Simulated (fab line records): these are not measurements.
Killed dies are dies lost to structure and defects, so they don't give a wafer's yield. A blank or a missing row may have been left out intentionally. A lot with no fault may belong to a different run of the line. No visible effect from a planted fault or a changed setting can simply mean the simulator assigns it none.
fab line records ; flow n5-finfet
[record] lots = 3; wafers = 9; last-day = 17
route steps=1938 shown BEOL_M4@1099 BEOL_M5@1112 PAD_METAL@1895 PASSIVATION@1936
lots that met no fault: from a run of the same line without faults
start-h: the number of hours between the record's first day and the start of the first shown wafer of the lot ; wait-h: hours from the lot's prior step to this one ; " identical to the entry in the row above ; L1.1+2: a single row standing in for several wafers ; - no value present, or no start provided ; * or withheld: withheld ; < > ~ a bound
route shown NAME@n: a module of which the file shows steps, and the number in the route of the first ; usual: average and standard deviation across the fault-free wafers ; same: alike in all rows ; chamber/n: place in a boat ; sites: per-site readings ; _std_site: standard deviation of those values ; _edge_site: outer sites' mean less inner sites' ; radius-mm: for every site, how far away it sits from the centre of the wafer ; mask NAME#n: copy n ; behind: the tool/chamber that last shaped the wafer ; hold: why the lot was held/for how many hours/how that ended ; device: whichever transistor did not switch (one of n, p or np) ; end of line: the tests these same wafers got at the end of their route ; for a step that has no rows: nothing shown but its recipe ; killed: not the wafer's yield, but the dies lost to structure and defects at the first sort ; map: a wafer's dies, x killed, . not, _ none there
set.NAME: the setting that was run; set.NAME@STEP: the one run at that earlier step ; model.NAME: the simulator's own value behind a step, which no gauge read
lots seen at some steps along the route; tables by step, rows by wafer
services: from which hour (start-h, from the record's first day; less than 0 if before it) a tool's chamber was out of use, for how many hours, and why
[[steps]]
[step N5_BEOL_M4_ANNEAL_95]
[recipe] temp-c = 400; time-s = 240; ambient = vacuum
[step N5_BEOL_M4_SPUTTER_96]
[recipe] material = Cu; target-thk-a = 45; temp-c = -20; chamber-pressure-pa = 0.07; power-w = withheld; time-s = 8.29
[step N5_BEOL_M4_ECD_50]
[recipe] material = Cu; target-thk-a = 3000
[step N5_BEOL_M4_ANNEAL_51]
[recipe] temp-c = 225; time-s = 90; ambient = N2
[step N5_BEOL_M4_CMP_52]
[recipe] stop-on = SiOC; t-overpolish-s = 6.8; down-force-psi = 1; platen-rpm = 50; clearing-platen-down-force-psi = 1.5; clearing-platen-rpm = 50; post-cmp-clean = cu-alkaline; target-thk-nm = 40; clearing-platen-pad-velocity-m-s = 0.99484; pad-velocity-m-s = 0.99484
[step N5_BEOL_M4_PRE_CLEAN_60]
[recipe] gas = NH3/H2; time-s = 15; temp-c = *; rf-power-w = 300
[step N5_BEOL_M4_CO_CAP_55]
[recipe] material = Co; target-thk-a = 20; temp-c = 200; precursor = CCTBA/H2; pressure-torr = 30; time-s = 102.1
[step N5_BEOL_M4_PRE_CLEAN_56]
[recipe] gas = NH3; time-s = 15; temp-c = withheld; rf-power-w = 300
[step N5_BEOL_M4_DEP_57]
[recipe] material = SiCN; target-thk-a = 80; temp-c = withheld; precursor = 3MS/NH3; pressure-torr = 3; rf-w = 202; time-s = 14
[step N5_BEOL_M4_RC_MEAS_101]
[usual] DIBL_N = 36.0/1.9; DIBL_P = 35.6/2.2; IOFF_N = 0.15/0.031; IOFF_P = 0.19/0.032; ION_N = 668/11; ION_P = 455/7.2; SS_N = 71.5/0.65; SS_P = 73.4/0.64; VT_N = 251/3.6; VT_P = -253/3.3
lot.wafer;tool;chamber;start-h;wait-h;DIBL_N[mV/V];DIBL_P[mV/V];IOFF_N[nA/um];IOFF_P[nA/um];ION_N[uA/um];ION_P[uA/um];SS_N[mV/dec];SS_P[mV/dec];VT_N[mV];VT_P[mV]
L280.1;prober-01;0;190.02;0.0;37.8;36.5;0.18;0.22;673;455;70.8;72.9;247;-249
L280.3;prober-01;0;190.02;0.0;34.8;32.4;0.13;0.16;662;458;70.9;72.3;254;-255
L280.5;prober-01;0;190.02;0.0;34.9;32.4;0.13;0.16;660;450;70.6;72.4;253;-253
L285.4;prober-02;0;242.13;0.5;34.6;33.7;0.12;0.16;663;444;71.3;73.2;256;-254
L285.5;prober-02;0;242.13;0.5;32.3;32.2;0.10;0.14;647;446;71.1;72.6;259;-256
L285.6;prober-02;0;242.13;0.5;34.6;33.3;0.12;0.16;641;442;71.9;72.5;256;-255
L295.1;prober-01;0;305.61;0.0;37.3;40.1;0.18;0.23;659;450;72.7;75.0;249;-251
L295.4;prober-01;0;305.61;0.0;36.8;37.6;0.17;0.18;673;447;71.9;72.8;249;-256
L295.6;prober-01;0;305.61;0.0;33.6;34.6;0.13;0.15;657;451;71.3;72.6;253;-257
[step N5_BEOL_M5_ILD_DEP_00]
[recipe] material = SiCOH_lowk; target-thk-a = 1406.4; temp-c = 300; precursor = DEMS/porogen; pressure-torr = 5; rf-w = 500; time-s = 25.9
[step N5_BEOL_M5_CURE_79]
[recipe] temp-c = 385; time-s = 240; ambient = He/Ar; material = SiCOH_lowk
[step N5_BEOL_M5_PECVD_70]
[recipe] material = SiO2; target-thk-a = 160; temp-c = 400; precursor = TEOS/O2; pressure-torr = 5.5; rf-w = 450; teos-flow-sccm = 53.8; gas = O2; flow-sccm = 3000; time-s = 18
[step N5_BEOL_M5_HM_DEP_02]
[recipe] material = TiN; target-thk-a = 200; temp-c = 25; chamber-pressure-pa = 0.49996
[step N5_BEOL_M5_COAT_59]
[recipe] resist = SOC; temp-c = 250; time-s = 60; spin-rpm = 1500; resist-thk-nm = 60
[step N5_BEOL_M5_COAT_60]
[recipe] resist = SiARC; temp-c = 220; time-s = 60; spin-rpm = 1500; resist-thk-nm = 12
[step N5_BEOL_M5_COAT_71]
[recipe] resist = underlayer; temp-c = 205; time-s = 60; spin-rpm = 1500; resist-thk-nm = 5
[step N5_BEOL_M5_COAT_05]
[recipe] resist = CAR-EUV; spin-rpm = 1500; resist-thk-nm = 30
[step N5_BEOL_M5_EBR_07]
[recipe] solvent = PGMEA; ebr-width-mm = 1.5
[step N5_BEOL_M5_SOFTBAKE_06]
[recipe] temp-c = 110; time-s = 60; resist = CAR-EUV
[step N5_BEOL_M5_EXPOSE_08]
[recipe] mask-id = M5; na = 0.33; source-shape = annular; sigma-inner = 0.4; sigma-outer = 0.8; polarization = unpolarized; target-cd-nm = 28; dose-mj = 35.75
[step N5_BEOL_M5_PEB_09]
[recipe] peb-temp-c = 100; peb-time-s = 60; resist = CAR-EUV
[step N5_BEOL_M5_DEVELOP_10]
[recipe] develop-time-s = 30; developer = TMAH; resist = CAR-EUV; rinse-liquid = surfactant-rinse; dry = air-spin; dev-temp-c = 23
[step N5_BEOL_M5_DESCUM_16]
[recipe] chemistry = O2; time-s = 7; source-power-w = 50; bias-power-w = 20; pressure-mtorr = 20; rf-frequency-hz = 2.712e+07; temp-c = 40; resist = CAR-EUV; o2-flow-sccm = 225
[step N5_BEOL_M5_ETCH_72]
[recipe] chemistry = N2/H2; target = underlayer; target-depth-a = 65; mask-material = CAR-EUV; time-s = 5.2; ion-energy-ev = 200; pressure-mtorr = 30; source-w = 840; bias-w = 150; n2-flow-sccm = 200; h2-flow-sccm = 200; ends = cleared
[step N5_BEOL_M5_ETCH_61]
[recipe] chemistry = CF4; target = SiARC; target-depth-a = 156; mask-material = CAR-EUV; time-s = 26; ion-energy-ev = 80; pressure-mtorr = 40; source-w = 545; bias-w = 36; Ar_flow_sccm = 100; cf4-flow-sccm = 100; ends = cleared
[step N5_BEOL_M5_ETCH_62]
[recipe] chemistry = N2/H2; target = SOC; target-depth-a = 750; overetch-a = 150; mask-material = SiARC; temp-c = 40; time-s = 112.5; ion-energy-ev = 200; pressure-mtorr = 30; source-w = 840; bias-w = 150; n2-flow-sccm = 200; h2-flow-sccm = 200
[step N5_BEOL_M5_STRIP_63]
[recipe] chemistry = N2/H2; temp-c = 40; n2-flow-sccm = 200; h2-flow-sccm = 200; rf-frequency-hz = 6e+07
[step N5_BEOL_M5_STRIP_73]
[recipe] chemistry = N2/H2; temp-c = 40; n2-flow-sccm = 200; h2-flow-sccm = 200; rf-frequency-hz = 6e+07
[step N5_BEOL_M5_STRIP_64]
[recipe] chemistry = CF4; resist = SiARC; power-w = 300; bias-power-w = 75; pressure-mtorr = 50; cf4-flow-sccm = 150; rf-frequency-hz = 6e+07
[step N5_BEOL_M5_HM_OPEN_17]
[recipe] chemistry = Cl2/BCl3; target-depth-a = 200; overetch-a = 60; target = TiN; mask-material = SOC; ion-energy-ev = 150; pressure-mtorr = 10; icp-w = 1000; bias-w = 126; Cl2_flow_sccm = 53.25; bcl3-flow-sccm = 21.75; Ar_flow_sccm = 25
[step N5_BEOL_M5_STRIP_19]
[recipe] chemistry = O2; power-w = 400; temp-c = 40; pressure-mtorr = 30; rf-frequency-hz = 6e+07; bias-power-w = 0; overash-fraction = 0.2; o2-flow-sccm = 225
[step N5_BEOL_M5_COAT_65]
[recipe] resist = SOC; temp-c = 250; time-s = 60; spin-rpm = 1500; resist-thk-nm = 60
[step N5_BEOL_M5_COAT_66]
[recipe] resist = SiARC; temp-c = 220; time-s = 60; spin-rpm = 1500; resist-thk-nm = 12
[step N5_PASSIVATION_SPUTTER_20]
[recipe] material = TaN; target-thk-a = 500; temp-c = 25; chamber-pressure-pa = 0.4
[usual] throttle-valve-pct = 29.8/0.81
lot.wafer;tool;chamber;start-h;wait-h;throttle-valve-pct;model.TaN_of_PASSIVATION_SPUTTER_20.thk-nm
L280.1;pvd-sputter-01;-;288.14;0.0;31.3;50.4
L280.3;pvd-sputter-01;-;288.14;0.0;28.3;50.8
L280.5;pvd-sputter-01;-;288.14;0.0;28.1;50.4
L285.4;pvd-sputter-01;-;335.03;0.0;30.3;49.2
L285.5;pvd-sputter-01;-;335.03;0.0;31.1;66.8
L285.6;pvd-sputter-01;-;335.03;0.0;30.1;49
L295.1;pvd-sputter-03;-;410.50;0.0;30.0;50.2
L295.4;pvd-sputter-03;-;410.50;0.0;29.4;51
L295.6;pvd-sputter-03;-;410.50;0.0;29.4;50.6
[step N5_PASSIVATION_PROBE_49]
[usual] defect-limited-yield = 91.3/1.4; killed_at_M0_to_M3 = 34/10; killed_at_M4_up = 14/5.5; killed-at-contacts = 12/6; killed-at-front-end = 40/10; killed-at-other = 3.0/2.4; killed-dies = 103/17; killed-on-rim = 13/4.3; killed-open = 68/13; killed-short = 34/7.8; sort_bin_5_function = 5.1/0.97; sort_bin_6_memory = 3.3/0.66; sort_bin_8_speed = 0.02/0.12; sort-n-pass = 1077/17; sort-yield-pct = 91.2/1.4
[same] gross-dies = 1180; killed-at-back-side = 0; sort_bin_4_leakage[%] = 0
lot.wafer;tool;chamber;start-h;wait-h;defect-limited-yield[%];killed_at_M0_to_M3;killed_at_M4_up;killed-at-contacts;killed-at-front-end;killed-at-other;killed-dies;killed-on-rim;killed-open;killed-short;sort_bin_5_function[%];sort_bin_6_memory[%];sort_bin_8_speed[%];sort-n-pass;sort-yield-pct[%]
L280.1;prober-01;-;294.12;0.0;92.5;26;8;24;25;5;88;10;58;30;4.2;2.9;0;1092;92.5
L280.3;prober-01;-;294.22;0.1;92.5;24;14;21;24;5;88;9;66;22;4.8;2.5;0;1092;92.5
L280.5;prober-01;-;294.32;0.2;89.8;36;14;26;42;2;120;16;75;45;6.1;3.6;0;1060;89.8
L285.4;prober-01;-;341.18;0.2;90.3;38;15;21;37;3;114;16;82;28;5.7;3.4;0.08;1065;90.3
L285.5;prober-01;-;341.23;0.2;1.7;27;13;11;45;1064;1160;134;62;34;4.9;3.1;0;20;1.7
L285.6;prober-01;-;341.28;0.3;92.0;38;16;19;20;1;94;6;67;27;4.7;3.1;0.08;1085;91.9
// killed by level:class
L280.1 MOL_CONTACT_COAG:geometric-particle:open=21 BEOL_M2:geometric-particle:open=11 FIN_SAQP:geometric-particle:open=6 STI_FIN_REVEAL:geometric-particle:open=6 BEOL_M3:geometric-particle:short=4 FIN_SAQP:geometric-particle:short=3 MOL_CONTACT_COAG:geometric-particle:short=3 BEOL_M0_SAQP:geometric-particle:short=3
L280.3 MOL_CONTACT_COAG:geometric-particle:open=15 BEOL_M0_SAQP:geometric-particle:open=8 DUMMY_GATE:geometric-particle:open=6 MOL_CONTACT_COAG:geometric-particle:short=6 BEOL_M2:geometric-particle:open=4 BEOL_M4:geometric-particle:open=4 BEOL_M8:geometric-particle:open=4 FIN_SAQP:geometric-particle:open=3
L280.5 MOL_CONTACT_COAG:geometric-particle:open=20 FIN_SAQP:geometric-particle:short=13 FIN_SAQP:geometric-particle:open=10 BEOL_M0_SAQP:geometric-particle:open=8 BEOL_M0_SAQP:geometric-particle:short=7 MOL_CONTACT_COAG:geometric-particle:short=6 BEOL_M0:geometric-particle:open=6 BEOL_M4:geometric-particle:open=5
L285.4 MOL_CONTACT_COAG:geometric-particle:open=20 FIN_SAQP:geometric-particle:open=13 BEOL_M2:geometric-particle:open=10 BEOL_M4:geometric-particle:open=9 BEOL_M3:geometric-particle:open=7 GATE_CUT:geometric-particle:short=6 FIN_SAQP:geometric-particle:short=4 BEOL_M0_SAQP:geometric-particle:short=4
L285.5 PAD_METAL:area-sputter=1060 STI_FIN_REVEAL:geometric-particle:open=14 MOL_CONTACT_COAG:geometric-particle:open=10 BEOL_M0_SAQP:geometric-particle:open=10 BEOL_M0_SAQP:geometric-particle:short=7 GATE_CUT:geometric-particle:short=6 GATE_CUT:geometric-particle:open=5 BEOL_M4:geometric-particle:open=4
L285.6 MOL_CONTACT_COAG:geometric-particle:open=16 BEOL_M0_SAQP:geometric-particle:open=12 BEOL_M0_SAQP:geometric-particle:short=10 BEOL_M4:geometric-particle:open=6 BEOL_M3:geometric-particle:open=6 BEOL_M1:geometric-particle:open=5 STI_FIN_REVEAL:geometric-particle:open=3 DUMMY_GATE:geometric-particle:open=3
// map L285.5 (x killed, . not)
_________________x.xx.xx..xxx________________
______________.xxxxxxxxxxxxxxxx._____________
___________xxxxxxxxxxxxxxxxxxxxxxxx__________
__________xxxxxxxxxxxxxxxxxxxxxxxxxx_________
________xxxxxxxxxxxxxxxxxxxxxxxxxxxxxx_______
_______xxxxxxxxxxxxxxxxxxxxxxxxxxxxxxxx______
______xxxxxxxxxxxxxxxxxxxxxxxxxxxxxxxxxx_____
_____xxxxxxxxxxxxxxxxxxxxxxxxxxxxxxxxxxx.____
____xxxxxxxxxxxxxxxxxxxxxxxxxxxxxxxxxxxxxx___
___xxxxxxxxxxxxxxxxxxxxxxxxxxxxxxxxxxxxxxx.__
___xxxxxxxxxxxxxxxxxxxxxxxxxxxxxxxxxxxxxxx.__
__.xxxxxxxxxxxxxxxxxxxxxxxxxxxxxxxxxxxxxxxxx_
__xxxxxxxxxxxxxxxxxxxxxxxxxxxxxxxxxxxxxxxxxx_
_xxxxxxxxxxxxxxxxxxxxxxxxxxxxxxxxxxxxxxxxxx..
_xxxxxxxxxxxxxxxxxxxxxxxxxxxxxxxxxxxxxxxxxxx.
_xxxxxxxxxxxxxxxxxxxxxxxxxxxxxxxxxxxxxxxxxxxx
_xxxxxxxxxxxxxxxxxxxxxxxxxxxxxxxxxxxxxxxxxx.x
_x.xxxxxxxxxxxxxxxxxxxxxxxxxxxxxxxxxxxxxxxxxx
_xxxxxxxxxxxxxxxxxxxxxxxxxxxxxxxxxxxxxxxxxxxx
_xxxxxxxxxxxxxxxxxxxxxxxxxxxxxxxxxxxxxxxxxxxx
_xxxxxxxxxxxxxxxxxxxxxxxxxxxxxxxxxxxxxxxxxxx.
__xxxxxxxxxxxxxxxxxxxxxxxxxxxxxxxxxxxxxxxxxx_
__xxxxxxxxxxxxxxxxxxxxxxxxxxxxxxxxxxxxxxxxxx_
___xxxxxxxxxxxxxxxxxxxxxxxxxxxxxxxxxxxxxxxx__
___xxxxxxxxxxxxxxxxxxxxxxxxxxxxxxxxxxxxxxxx__
____xxxxxxxxxxxxxxxxxxxxxxxxxxxxxxxxxxxxx.___
_____xxxxxxxxxxxxxxxxxxxxxxxxxxxxxxxxxxxx____
______xxxxxxxxxxxxxxxxxxxxxxxxxxxxxxxxxx_____
_______.xxxxxxxxxxxxxxxxxxxxxxxxxxxxxxx______
________.xxxxxxxxxxxxxxxxxxxxxxxxxxxxx_______
__________xxxxxxxxxxxxxxxxxxxxxxxxxx_________
___________xxxxxxxxxxxxxxxxxxxxxxxx__________
______________.xxxxxxxxxxxxxxxxx_____________
_________________xxxxxxxxxxxx________________
// map L280.5 (x killed, . not)
_________________............________________
______________x................._____________
___________.......x........x....x..__________
__________..................x......._________
________........................xx...._______
_______...x............x..........xxx..______
______.............x.......x......x....._____
_____.....x....x..x.............x...x...x____
____.....x.x.....x.....x..................___
___........xx.x......x.....................__
___................x.............xx...x....__
__.......x........................x........._
__...x...x....x......x...................x.x_
_.x........x.....x...............x........x..
_................x..x.....x..................
_xx........................................x.
_.................x....xx........x...x......x
_......xxx......x......x...................x.
_x.........x................x......x..x......
_....x.........x...........x..........x..x...
_.........x....x.......x.....................
__....x..xx.........x....xx.....x.x...x....._
__.....x.....x......x.x....................._
___..............x.x......xx...............__
___.......x.....................xx........x__
____.......x...xx.........x....x..........___
_____x...x.................x.......x.....____
______....................x...........x._____
_______......................x..x......______
________..x.............xx............_______
__________............x............x_________
___________..x...............x.....__________
______________.................._____________
_________________.......xx...________________
[[services]]
tool;chamber;start-h;hours;kind
pvd-sputter-01;-;344.74;1.6;repair
pvd-sputter-03;-;378.22;3.7;repair
[[key]]
[first-sign] step = N5_PASSIVATION_PROBE_49; reading = killed-at-other; direction = up; sigmas = 99+; usual = 3.0; struck = 1064
[effect] step = N5_PASSIVATION_PROBE_49; reading = sort-n-pass; direction = down; sigmas = 63; usual = 1077; struck = 20
[model-effect] step = N5_PASSIVATION_SPUTTER_20; value = TaN_of_PASSIVATION_SPUTTER_20.thk-nm; without = 49.2; struck = 66.8
[more-kills-born-at] N5_PASSIVATION_SPUTTER_20@pvd-sputter-01 = 1060
met-at N5_PASSIVATION_SPUTTER_20
struck-wafers L285.5
later-rows-left-out L285.5
onset-between 288.14 335.03
[fault] kind = process-parameter-drift; tool = pvd-sputter-01; chamber = -; onset-h = 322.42; steps = N5_PASSIVATION_SPUTTER_20; channel = target-thk-a; offset = *; shape = step; end-h = 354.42; acts-in = *; stated = *; scope = struck-wafers-only
// later-rows-left-out: the simulator's readings of these wafers behind a module that went badly wrong aren't trusted and aren't shown, but for the sort
